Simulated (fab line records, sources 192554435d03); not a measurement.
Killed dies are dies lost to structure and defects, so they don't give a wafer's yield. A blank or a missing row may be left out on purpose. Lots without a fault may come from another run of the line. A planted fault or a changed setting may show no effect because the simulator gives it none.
Chamber matching | flow n5_finfet | N5_HKMG_FIN_ALD_36 on ald_metal-01: 4 sister chambers
The step deposits TiN, target thk 1 nm, pulse time 1 s, purge time 3 s. 22 wafers are shown with their chamber, then 11 later ones without.

WAFERS WITH THEIR CHAMBER
wafer  | chamber | heater_power_w (W) | precursor_pulse_height_rel
L075.1 | 0       | 822                | 0.978
L075.2 | 3       | 808                | 0.989
L075.6 | 2       | 998                | 1.007
L077.1 | 0       | 841                | 1.032
L077.4 | 2       | 983                | 0.985
L077.5 | 2       | 1001               | 0.998
L078.1 | 2       | 985                | 1.022
L078.3 | 0       | 819                | 0.980
L078.5 | 3       | 814                | 0.991
L079.1 | 3       | 798                | 0.983
L079.4 | 2       | 988                | 1.016
L079.6 | 1       | 1154               | 1.021
L083.1 | 1       | 1148               | 1.021
L083.4 | 0       | 821                | 1.004
L083.5 | 3       | 801                | 0.993
L084.1 | 3       | 820                | 1.000
L084.5 | 2       | 986                | 1.016
L084.6 | 3       | 822                | 0.991
L092.4 | 0       | 831                | 0.997
L092.5 | 1       | 1160               | 0.999
L092.6 | 2       | 989                | 0.989
L093.1 | 1       | 1165               | 0.979

SIGNATURES (means of the wafers above)
reading                    | chamber 0 | chamber 1 | chamber 2 | chamber 3 | scatter within a chamber
heater_power_w             | 826.80    | 1156.75   | 990.00    | 810.50    | 8.39
precursor_pulse_height_rel | 0.99820   | 1.00500   | 1.00471   | 0.99117   | 0.0159
Rule: a wafer's distance from a chamber is the root of the sum, over the readings, of the square of ((its reading less the chamber's mean) divided by the reading's scatter). The wafer belongs to the nearest chamber; if the next one is less than 2 further off, it can't be placed. The scatter: the root of (the sum of the squares of (reading less its chamber's mean) over the shown wafers, divided by (wafers less chambers)).

WAFERS WITHOUT THEIR CHAMBER
wafer  | heater_power_w (W) | precursor_pulse_height_rel
L093.4 | 816                | 0.985
L093.6 | 835                | 1.000
L094.1 | 977                | 1.011
L094.2 | 807                | 0.970
L094.3 | 1155               | 1.007
L094.4 | 829                | 0.973
L094.5 | 807                | 1.038
L094.6 | 829                | 1.036
L096.1 | 1138               | 1.014
L096.5 | 828                | 1.005
L096.6 | 1145               | 0.975

WHICH CHAMBER EACH WENT THROUGH
wafer  | from the rows above     | in truth
L093.4 | can't be placed: 3 or 0 | 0
L093.6 | can't be placed: 0 or 3 | 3
L094.1 | 2                       | 2
L094.2 | can't be placed: 3 or 0 | 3
L094.3 | 1                       | 1
L094.4 | can't be placed: 0 or 3 | 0
L094.5 | can't be placed: 3 or 0 | 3
L094.6 | can't be placed: 0 or 3 | 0
L096.1 | 1                       | 1
L096.5 | can't be placed: 0 or 3 | 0
L096.6 | 1                       | 1
Placed correctly: 4 of 11. Can't be placed from these rows: 7 (the true chamber is among the candidates in 7). Placed wrongly: 0.
